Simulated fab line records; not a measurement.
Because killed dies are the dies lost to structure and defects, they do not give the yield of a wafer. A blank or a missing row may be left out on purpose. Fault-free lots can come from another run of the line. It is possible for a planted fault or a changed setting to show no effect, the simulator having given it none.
fab line records	flow n5-finfet
record lots=5	wafers=15	last-day=18
route steps=1938 shown BEOL_M12@1632
lots that met no fault: from a run of the same line without faults
start-h: the number of hours between the record's first day and the start of the first shown wafer of the lot	wait-h: hours since the lot's step before	" as in the row above	L1.1+2: one row covering several wafers at once	- either no value or no given start	* or withheld: withheld	< > ~ a bound
route shown NAME@n: names a module that has steps shown in the file, with the first one's number in the route	usual: mean/standard deviation of fault-free wafers	same: alike in all rows	chamber/n: place in a boat	sites: the reading at each site	_std_site: standard deviation of those values	_edge_site: inner sites' mean taken away from outer sites' mean	radius-mm: how far each site lies from the wafer's centre	mask NAME#n: copy n	behind: the most recent tool/chamber to have shaped the wafer	hold: the reason the lot was held/the length of the hold in hours/how it ended	device: transistor that didn't switch, given as n, p or np	end of line: at the end of the route, the tests of the same wafers	a step with no rows: only its recipe	killed: the dies lost at the first sort to structure and to defects; this is not the yield of the wafer	map: the dies of a wafer, with x for killed, . for not killed, _ for no die there
set.NAME: the setting as run; set.NAME@STEP: as run at that earlier step	model.NAME: the simulator's own value behind a step, which no gauge read
lots seen at some steps along the route; tables by step, rows by wafer
services: from which hour (start-h, from the record's first day; less than 0 if before it) a tool's chamber was out of use, for how many hours, and why
## steps
# step N5_BEOL_M12_CD_MEAS_28
# recipe target-cd-nm=160.2	landing-energy-ev=500	detector=se-inlens	polarity=opening
# usual cd-nm=159.6/1.9
lot.wafer	tool	chamber	start-h	wait-h	cd-nm
L074.2	cd-sem-03	0	235.96	-	161.6
L074.3	"	0	"	"	162.1
L074.5	"	0	"	"	162.8
L082.3	cd-sem-03	0	317.39	-	160.2
L082.4	"	0	"	"	159.2
L082.5	"	0	"	"	160.5
L086.2	cd-sem-01	0	333.07	-	160.0
L086.4	"	0	"	"	159.6
L086.6	"	0	"	"	159.3
L091.4	cd-sem-03	0	355.04	-	159.7
L091.5	"	0	"	"	158.8
L091.6	"	0	"	"	157.9
L093.1	cd-sem-02	0	380.76	-	157.1
L093.3	"	0	"	"	157.5
L093.4	"	0	"	"	156.8
# step N5_BEOL_M12_OVL_MEAS_29
# recipe points-per-wafer=44
# usual M12_OVL=0/5.5
# same points-per-wafer=44
lot.wafer	tool	chamber	start-h	wait-h	M12_OVL[nm]
L074.2	overlay-02	0	235.99	0.0	2
L074.3	"	0	"	"	4
L074.5	"	0	"	"	3
L082.3	overlay-01	0	317.42	0.0	-6
L082.4	"	0	"	"	-9
L082.5	"	0	"	"	-13
L086.2	overlay-01	0	333.10	0.0	0
L086.4	"	0	"	"	3
L086.6	"	0	"	"	1
L091.4	overlay-01	0	355.06	0.0	-2
L091.5	"	0	"	"	5
L091.6	"	0	"	"	6
L093.1	overlay-02	0	380.79	0.0	4
L093.3	"	0	"	"	8
L093.4	"	0	"	"	3
# step N5_BEOL_M12_INSPECT_30
# recipe mode=adi	inspect-instrument=macro
# usual raw-defect-count=2.0/1.4
lot.wafer	tool	chamber	start-h	wait-h	raw-defect-count
L074.2	defect-inspect-02	-	236.01	0.0	3
L074.3	"	-	"	"	1
L074.5	"	-	"	"	3
L082.3	defect-inspect-01	-	317.44	0.0	0
L082.4	"	-	"	"	3
L082.5	"	-	"	"	4
L086.2	defect-inspect-01	-	333.12	0.0	5
L086.4	"	-	"	"	1
L086.6	"	-	"	"	2
L091.4	defect-inspect-02	-	355.10	0.0	1
L091.5	"	-	"	"	0
L091.6	"	-	"	"	1
L093.1	defect-inspect-01	-	380.82	0.0	2
L093.3	"	-	"	"	1
L093.4	"	-	"	"	3
# step N5_BEOL_M12_DESCUM_33
# recipe chemistry=O2	time-s=7.9	source-power-w=50	bias-power-w=20	pressure-mtorr=20	rf-frequency-hz=2.712e+07	temp-c=40	o2-flow-sccm=225
# usual drypump-motor-current-A=5.9/0.56	oes-product-au=0.77/0.091	rf-vpp-V=243.0/1.2	showerhead-plenum-p-Torr=2.08/0.064	throttle-valve-pct=20.46/0.25
lot.wafer	tool	chamber	start-h	wait-h	drypump-motor-current-A	oes-product-au	rf-hours-counter-h	rf-vpp-V	showerhead-plenum-p-Torr	throttle-valve-pct
L074.2	rie-diel-06	2	236.22	0.2	4.9	0.67	228	244.3	2.14	20.87
L074.3	"	3	"	"	5.0	0.72	195	242.1	2.01	20.12
L074.5	"	1	"	"	5.5	0.69	-	240.2	1.99	20.94
L082.3	rie-diel-06	1	317.55	0.1	5.5	0.66	236	240.4	1.98	20.99
L082.4	"	0	"	"	5.8	0.94	-	244.3	2.21	20.36
L082.5	"	1	"	"	5.5	0.67	-	243.4	1.98	20.98
L086.2	rie-diel-02	3	333.15	0.0	5.7	1.01	0	242.3	2.08	20.38
L086.4	"	0	"	"	5.7	0.73	197	243.4	2.07	20.57
L086.6	"	3	"	"	5.7	1.01	-	244.6	2.08	20.36
L091.4	rie-diel-06	2	355.13	0.0	4.9	0.94	7	245.2	2.13	20.41
L091.5	"	2	"	"	4.9	0.94	-	243.3	2.13	20.38
L091.6	"	1	"	"	5.5	0.66	-	241.4	1.98	20.99
L093.1	rie-diel-05	1	380.85	0.0	6.7	0.72	183	243.2	2.09	20.18
L093.3	"	3	"	"	5.5	0.78	116	243.7	2.02	20.41
L093.4	"	0	"	"	6.4	0.76	165	242.9	2.07	20.40
# step N5_BEOL_M12_ETCH_67
# recipe chemistry=CF4	target=SiARC	target-depth-a=1430	time-s=238.3	ion-energy-ev=80	pressure-mtorr=40	source-w=545	bias-w=36	Ar_flow_sccm=100	cf4-flow-sccm=100	ends=cleared
# usual drypump-motor-current-A=5.9/0.55	etch-rf-on-time-s=240/7.2	mfc-ar-sccm=100.0/0.31	oes-product-au=0.65/0.08	rf-vpp-V=183.8/1	showerhead-plenum-p-Torr=2.13/0.066	throttle-valve-pct=15.66/0.24
lot.wafer	tool	chamber	start-h	wait-h	drypump-motor-current-A	etch-rf-on-time-s	mfc-ar-sccm	oes-product-au	rf-hours-counter-h	rf-vpp-V	showerhead-plenum-p-Torr	throttle-valve-pct
L074.2	rie-diel-06	2	236.26	0.0	4.9	247	99.6	0.57	228	184.6	2.20	16.10
L074.3	"	3	"	"	5.0	240	99.9	0.61	195	182.3	2.05	15.32
L074.5	"	1	"	"	5.5	237	100.2	0.59	-	182.1	2.04	16.06
L082.3	rie-diel-06	1	317.58	0.0	5.5	242	100.0	0.57	236	183.1	2.03	16.10
L082.4	"	0	"	"	5.8	232	99.7	0.81	-	185.6	2.26	15.49
L082.5	"	1	"	"	5.5	241	99.8	0.57	-	181.7	2.03	16.10
L086.2	rie-diel-02	3	333.19	0.0	5.7	224	99.4	0.88	0	184.1	2.12	15.39
L086.4	"	0	"	"	5.7	243	100.0	0.63	197	183.9	2.12	15.77
L086.6	"	3	"	"	5.7	223	99.5	0.88	-	183.1	2.12	15.39
L091.4	rie-diel-06	2	355.17	0.0	4.9	244	99.9	0.79	7	185.3	2.19	15.59
L091.5	"	2	"	"	4.9	244	99.7	0.79	-	186.1	2.19	15.61
L091.6	"	1	"	"	5.5	243	99.8	0.56	-	181.3	2.03	16.12
L093.1	rie-diel-05	1	380.89	0.0	6.6	249	100.5	0.60	183	184.0	2.13	15.40
L093.3	"	3	"	"	5.4	243	99.9	0.65	116	183.1	2.07	15.54
L093.4	"	0	"	"	6.4	230	100.3	0.66	165	184.3	2.15	15.76
# step N5_BEOL_M12_ETCH_68
# recipe chemistry=N2/H2	target=SOC	mask-material=SiARC	source-w=3000	bias-w=350	temp-c=40	time-s=285	ion-energy-ev=200	pressure-mtorr=30	n2-flow-sccm=200	h2-flow-sccm=200
# usual drypump-motor-current-A=5.9/0.56	oes-product-au=0.77/0.091	rf-vpp-V=523.4/2.3	showerhead-plenum-p-Torr=2.53/0.081	throttle-valve-pct=17.79/0.3
lot.wafer	tool	chamber	start-h	wait-h	drypump-motor-current-A	oes-product-au	rf-hours-counter-h	rf-vpp-V	showerhead-plenum-p-Torr	throttle-valve-pct
L074.2	rie-diel-06	2	236.40	0.1	4.9	0.67	229	526.5	2.61	18.23
L074.3	"	3	"	"	5.1	0.71	196	521.0	2.43	17.46
L074.5	"	1	"	"	5.5	0.70	-	521.4	2.41	18.25
L082.3	rie-diel-06	1	317.73	0.1	5.5	0.67	237	520.7	2.40	18.29
L082.4	"	0	"	"	5.8	0.94	-	528.3	2.71	17.75
L082.5	"	1	"	"	5.5	0.67	-	520.1	2.40	18.30
L086.2	rie-diel-02	3	333.33	0.1	5.7	1.00	0	523.5	2.48	17.41
L086.4	"	0	"	"	5.7	0.74	197	523.5	2.51	17.77
L086.6	"	3	"	"	5.7	1.01	-	523.1	2.48	17.40
L091.4	rie-diel-06	2	355.31	0.1	4.9	0.94	7	524.2	2.60	17.74
L091.5	"	2	"	"	4.9	0.94	-	524.5	2.60	17.76
L091.6	"	1	"	"	5.5	0.67	-	519.8	2.40	18.32
L093.1	rie-diel-05	1	381.03	0.1	6.7	0.71	183	522.2	2.52	17.50
L093.3	"	3	"	"	5.5	0.78	116	520.0	2.46	17.76
L093.4	"	0	"	"	6.5	0.75	165	523.9	2.54	17.81
# step N5_BEOL_M12_STRIP_69
# recipe chemistry=N2/H2	temp-c=40	n2-flow-sccm=200	h2-flow-sccm=200	rf-frequency-hz=6e+07
lot.wafer	tool	chamber	start-h	wait-h
L074.2+3+5	rie-diel-06	2,3,1	236.58	0.1
L082.3+4+5	rie-diel-06	1,0,1	317.90	0.1
L086.2+4+6	rie-diel-02	3,0,3	333.51	0.1
L091.4+5+6	rie-diel-06	2,2,1	355.48	0.1
L093.1+3+4	rie-diel-05	1,3,0	381.21	0.1
# step N5_BEOL_M12_TRENCH_ETCH_34
# recipe chemistry=C4F8/O2/Ar	target=SiOC	target-depth-a=3189.5	mask-material=SOC	pressure-mtorr=30	source-w=3000	bias-w=700	Ar_flow_sccm=400	C4F8_flow_sccm=15	O2_flow_sccm=8	he-inner-torr=15	he-outer-torr=30	time-s=125.5	ion-energy-ev=250
# usual drypump-motor-current-A=5.9/0.56	mfc-ar-sccm=400.0/1.2	oes-product-au=0.77/0.091	rf-vpp-V=665.0/3	showerhead-plenum-p-Torr=3.41/0.1	throttle-valve-pct=24.27/0.25
lot.wafer	tool	chamber	start-h	wait-h	drypump-motor-current-A	mfc-ar-sccm	oes-product-au	rf-hours-counter-h	rf-vpp-V	showerhead-plenum-p-Torr	throttle-valve-pct
L074.2	rie-diel-06	2	236.59	0.0	4.9	402.0	0.67	229	667.6	3.52	24.73
L074.3	"	3	"	"	5.0	401.2	0.71	196	661.2	3.27	23.78
L074.5	"	1	"	"	5.5	400.1	0.69	-	660.4	3.25	24.62
L082.3	rie-diel-06	1	317.91	0.0	5.5	399.6	0.68	237	661.1	3.24	24.67
L082.4	"	0	"	"	5.8	397.3	0.95	-	671.2	3.61	24.17
L082.5	"	1	"	"	5.5	398.0	0.67	-	661.1	3.24	24.67
L086.2	rie-diel-02	3	333.52	0.0	5.7	399.3	0.99	0	664.1	3.39	24.15
L086.4	"	0	"	"	5.7	398.7	0.73	197	664.3	3.39	24.33
L086.6	"	3	"	"	5.7	402.0	0.99	-	663.0	3.39	24.17
L091.4	rie-diel-06	2	355.49	0.0	4.9	399.7	0.95	7	667.4	3.50	24.36
L091.5	"	2	"	"	4.9	400.4	0.95	-	667.0	3.50	24.34
L091.6	"	1	"	"	5.4	401.1	0.67	-	661.2	3.23	24.67
L093.1	rie-diel-05	1	381.22	0.0	6.7	401.1	0.70	183	666.5	3.43	24.02
L093.3	"	3	"	"	5.4	398.4	0.78	116	662.0	3.32	24.23
L093.4	"	0	"	"	6.4	399.3	0.76	165	665.1	3.43	24.36
# step N5_BEOL_M12_STRIP_70
# recipe chemistry=C4F8/O2/Ar	resist=SiARC	rf-frequency-hz=6e+07
lot.wafer	tool	chamber	start-h	wait-h
L074.2+3+5	rie-diel-06	2,3,1	236.70	0.1
L082.3+4+5	rie-diel-06	1,0,1	318.02	0.1
L086.2+4+6	rie-diel-02	3,0,3	333.63	0.1
L091.4+5+6	rie-diel-06	2,2,1	355.61	0.1
L093.1+3+4	rie-diel-05	1,3,0	381.33	0.1
# step N5_BEOL_M12_OCD_MEAS_35
# usual trench-depth-nm=317/6
lot.wafer	tool	chamber	start-h	wait-h	trench-depth-nm
L074.2	ocd-02	-	236.74	0.0	311
L074.3	"	-	"	"	315
L074.5	"	-	"	"	311
L082.3	ocd-01	-	318.07	0.0	317
L082.4	"	-	"	"	331
L082.5	"	-	"	"	318
L086.2	ocd-01	-	333.67	0.0	323
L086.4	"	-	"	"	314
L086.6	"	-	"	"	325
L091.4	ocd-01	-	355.65	0.0	323
L091.5	"	-	"	"	324
L091.6	"	-	"	"	318
L093.1	ocd-01	-	381.37	0.0	307
L093.3	"	-	"	"	316
L093.4	"	-	"	"	316
# step N5_BEOL_M12_STRIP_37
# recipe chemistry=N2/H2	power-w=1000	temp-c=250	h2-frac=0.65	overash-fraction=0.3	pressure-mtorr=withheld	n2-flow-sccm=1750	h2-flow-sccm=3250
# usual drypump-motor-current-A=5.93/0.12	heater-power-w=285/34	oes-product-au=0.789/0.0097
lot.wafer	tool	chamber	start-h	wait-h	drypump-motor-current-A	heater-power-w	oes-product-au	rf-hours-counter-h
L074.2	plasma-asher-02	1	236.78	0.0	5.78	278	0.774	64
L074.3	"	0	"	"	6.01	251	0.789	-
L074.5	"	0	"	"	6.03	252	0.797	-
L082.3	plasma-asher-02	1	318.12	0.1	5.79	282	0.794	-
L082.4	"	0	"	"	6.04	248	0.789	-
L082.5	"	0	"	"	6.03	252	0.798	-
L086.2	plasma-asher-02	1	333.71	0.0	5.75	284	0.799	81
L086.4	"	1	"	"	5.75	284	0.796	-
L086.6	"	1	"	"	5.76	276	0.779	-
L091.4	plasma-asher-01	0	355.72	0.1	6.12	336	0.778	-
L091.5	"	1	"	"	5.89	315	0.783	-
L091.6	"	0	"	"	6.08	341	0.781	-
L093.1	plasma-asher-02	1	381.41	0.0	5.76	287	0.792	90
L093.3	"	1	"	"	5.77	282	0.784	-
L093.4	"	0	"	"	6.03	237	0.787	-
# step N5_BEOL_M12_ETCH_38
# recipe chemistry=CF4/N2	target=SiCN	target-depth-a=687	taper-deg=2	time-s=73.4	ion-energy-ev=150	mask-material=SiO2	pressure-mtorr=40	source-w=430	bias-w=70	Ar_flow_sccm=100	cf4-flow-sccm=60	n2-flow-sccm=60
# usual drypump-motor-current-A=5.9/0.57	mfc-ar-sccm=99.94/0.29	oes-product-au=0.77/0.089	rf-vpp-V=382.1/1.9	showerhead-plenum-p-Torr=2.21/0.069	throttle-valve-pct=15.48/0.23
lot.wafer	tool	chamber	start-h	wait-h	drypump-motor-current-A	mfc-ar-sccm	oes-product-au	rf-hours-counter-h	rf-vpp-V	showerhead-plenum-p-Torr	throttle-valve-pct
L074.2	rie-diel-02	3	241.77	-	5.7	99.98	0.71	225	382.1	2.18	15.67
L074.3	"	1	"	"	6.7	99.74	0.80	101	385.2	2.32	15.23
L074.5	"	1	"	"	6.7	99.92	0.81	-	384.5	2.32	15.22
L082.3	rie-diel-06	1	319.36	-	5.5	99.96	0.66	237	378.9	2.09	15.95
L082.4	"	3	"	"	5.0	99.49	0.69	-	380.5	2.10	15.22
L082.5	"	0	"	"	5.8	100.19	0.93	-	386.6	2.33	15.32
L086.2	rie-diel-05	0	335.19	-	6.4	100.37	0.79	148	381.9	2.21	15.55
L086.4	"	3	"	"	5.4	100.16	0.78	99	379.9	2.14	15.34
L086.6	"	0	"	"	6.4	100.31	0.79	-	382.2	2.22	15.54
L091.4	rie-diel-05	1	356.65	-	6.7	100.03	0.71	-	383.0	2.20	15.23
L091.5	"	0	"	"	6.4	100.05	0.78	-	381.2	2.21	15.57
L091.6	"	3	"	"	5.4	99.46	0.78	-	379.3	2.14	15.38
L093.1	rie-diel-05	3	381.59	-	5.4	99.83	0.76	116	379.7	2.13	15.38
L093.3	"	2	"	"	6.3	99.95	0.96	8	382.1	2.18	15.43
L093.4	"	1	"	"	6.7	99.92	0.71	183	381.6	2.20	15.24
# step N5_BEOL_M12_PRECLEAN_39
# recipe chemistry=residue-remover	time-s=60	temp-c=40
lot.wafer	tool	chamber	start-h	wait-h
L074.2+3+5	wet-bench-01	0,1,3	241.90	0.1
L082.3+4+5	wet-bench-01	1,5,0	319.49	0.1
L086.2+4+6	wet-bench-03	6,0,2	335.32	0.1
L091.4+5+6	wet-bench-04	5,7,1	356.73	0.0
L093.1+3+4	wet-bench-01	4,7,0	381.72	0.1
# step N5_BEOL_M12_SRD_40
# recipe time-s=30	temp-c=23	rinse-liquid=diw	dry=n2-spin	spin-rpm=1500	dry-time-s=30
lot.wafer	tool	chamber	start-h	wait-h
L074.2+3+5	wet-bench-01	0,1,3	241.92	0.0
L082.3+4+5	wet-bench-01	1,5,0	319.51	0.0
L086.2+4+6	wet-bench-03	6,0,2	335.34	0.0
L091.4+5+6	wet-bench-04	5,7,1	356.75	0.0
L093.1+3+4	wet-bench-01	4,7,0	381.74	0.0
# step N5_BEOL_M12_DEGAS_41
# recipe ambient=vacuum	temp-c=250	time-s=60
# usual heater-power-w=335/32
lot.wafer	tool	chamber	start-h	wait-h	heater-power-w
L074.2	pvd-sputter-02	-	242.09	0.2	334
L074.3	"	-	"	"	364
L074.5	"	-	"	"	333
L082.3	pvd-sputter-01	-	319.89	0.4	401
L082.4	"	-	"	"	292
L082.5	"	-	"	"	304
L086.2	pvd-sputter-02	-	336.14	0.8	373
L086.4	"	-	"	"	343
L086.6	"	-	"	"	327
L091.4	pvd-sputter-02	-	356.94	0.2	366
L091.5	"	-	"	"	349
L091.6	"	-	"	"	361
L093.1	pvd-sputter-02	-	382.53	0.8	333
L093.3	"	-	"	"	356
L093.4	"	-	"	"	343
# step N5_BEOL_M12_PRE_CLEAN_42
# recipe gas=H2/He	time-s=30	temp-c=250
# usual heater-power-w=335/32
lot.wafer	tool	chamber	start-h	wait-h	heater-power-w
L074.2	pvd-sputter-02	-	242.13	0.0	322
L074.3	"	-	"	"	355
L074.5	"	-	"	"	332
L082.3	pvd-sputter-01	-	319.93	0.0	396
L082.4	"	-	"	"	294
L082.5	"	-	"	"	295
L086.2	pvd-sputter-02	-	336.18	0.0	367
L086.4	"	-	"	"	332
L086.6	"	-	"	"	329
L091.4	pvd-sputter-02	-	356.98	0.0	371
L091.5	"	-	"	"	336
L091.6	"	-	"	"	362
L093.1	pvd-sputter-02	-	382.57	0.0	334
L093.3	"	-	"	"	356
L093.4	"	-	"	"	342
# step N5_BEOL_M12_SPUTTER_43
# recipe material=TaN	target-thk-a=150	temp-c=50	bias-v=168.6	power-w=15000	chamber-pressure-pa=0.12	time-s=24.19
# usual throttle-valve-pct=30.2/0.99
lot.wafer	tool	chamber	start-h	wait-h	throttle-valve-pct
L074.2	pvd-sputter-02	-	242.17	0.0	28.4
L074.3	"	-	"	"	29.8
L074.5	"	-	"	"	29.9
L082.3	pvd-sputter-01	-	319.97	0.0	30.2
L082.4	"	-	"	"	29.7
L082.5	"	-	"	"	30.0
L086.2	pvd-sputter-02	-	336.22	0.0	29.9
L086.4	"	-	"	"	29.8
L086.6	"	-	"	"	28.1
L091.4	pvd-sputter-02	-	357.02	0.0	30.0
L091.5	"	-	"	"	31.8
L091.6	"	-	"	"	30.1
L093.1	pvd-sputter-02	-	382.61	0.0	28.4
L093.3	"	-	"	"	29.9
L093.4	"	-	"	"	31.7
## services
tool	chamber	start-h	hours	kind
rie-diel-02	-	212.23	1.0	repair
rie-diel-06	-	227.77	0.4	repair
rie-diel-05	3	229.94	6.9	repair
rie-diel-05	2	235.44	7.4	repair
wet-bench-03	-	255.20	2.9	repair
rie-diel-05	-	260.09	1.4	repair
wet-bench-03	-	270.62	5.0	repair
plasma-asher-02	-	275.42	2.4	repair
rie-diel-06	0	287.51	-	clean
rie-diel-06	0	287.51	-	consumable-replace:focus-ring
rie-diel-06	0	287.51	-	consumable-replace:showerhead
rie-diel-06	0	287.51	16.2	scheduled-down
rie-diel-06	0	287.51	16.2	vent-cycle
rie-diel-02	0	294.09	10.7	repair
rie-diel-06	2	303.85	-	clean
rie-diel-06	2	303.85	-	consumable-replace:focus-ring
rie-diel-06	2	303.85	30.6	scheduled-down
rie-diel-06	2	303.85	30.6	vent-cycle
rie-diel-06	1	306.01	2.9	repair
plasma-asher-01	-	329.49	0.4	repair
rie-diel-06	1	359.91	-	clean
rie-diel-06	1	359.91	-	consumable-replace:focus-ring
rie-diel-06	1	359.91	-	consumable-replace:showerhead
rie-diel-06	1	359.91	17.4	scheduled-down
## key
fault none
